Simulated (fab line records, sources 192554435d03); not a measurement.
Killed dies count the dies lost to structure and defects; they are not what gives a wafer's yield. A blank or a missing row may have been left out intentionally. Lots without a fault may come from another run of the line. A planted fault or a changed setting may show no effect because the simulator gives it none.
Matching of chambers / flow n5-finfet / N5_BEOL_M1_STRIP_66 on rie-diel-05 has 4 sister chambers
The step strips in CF4. 4 wafers are shown with their chamber, then 10 later ones without.

## WAFERS PAIRED WITH THEIR CHAMBERS
wafer=L083.3; chamber=2; drypump-motor-current-A (A)=5.8
wafer=L083.6; chamber=1; drypump-motor-current-A (A)=5.1
wafer=L085.2; chamber=0; drypump-motor-current-A (A)=5.3
wafer=L085.3; chamber=3; drypump-motor-current-A (A)=6.3

## WAFERS WITH NO CHAMBER GIVEN
wafer=L085.5; drypump-motor-current-A (A)=6.3
wafer=L086.2; drypump-motor-current-A (A)=5.9
wafer=L086.3; drypump-motor-current-A (A)=5.1
wafer=L086.6; drypump-motor-current-A (A)=5.3
wafer=L088.1; drypump-motor-current-A (A)=5.9
wafer=L088.2; drypump-motor-current-A (A)=5.2
wafer=L088.3; drypump-motor-current-A (A)=6.3
wafer=L094.1; drypump-motor-current-A (A)=6.4
wafer=L094.2; drypump-motor-current-A (A)=5.3
wafer=L094.4; drypump-motor-current-A (A)=5.1

## THE CHAMBER EACH PASSED THROUGH
wafer=L085.5; from the rows above=3; in truth=3
wafer=L086.2; from the rows above=2; in truth=2
wafer=L086.3; from the rows above=1; in truth=1
wafer=L086.6; from the rows above=0; in truth=0
wafer=L088.1; from the rows above=2; in truth=2
wafer=L088.2; from the rows above=can't be placed: 0 or 1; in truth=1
wafer=L088.3; from the rows above=3; in truth=3
wafer=L094.1; from the rows above=3; in truth=3
wafer=L094.2; from the rows above=0; in truth=0
wafer=L094.4; from the rows above=1; in truth=1
9 of 10 placed correctly. From these rows, 1 cannot be placed; in 1 the true chamber is one of the candidates. Placed wrongly: 0.
How it was worked out, from the rows above alone: a wafer's distance from a chamber is the root of the sum, over the readings, of the square of ((its reading less the chamber's mean) divided by the reading's scatter). The wafer belongs to the nearest chamber; if the next one is less than 2 further off, it can't be placed. For every chamber, the mean is computed from those of its wafers that are shown. The scatter: with one shown wafer a chamber, the root of the mean of the squares of how far each hidden wafer lies from its nearest shown one.
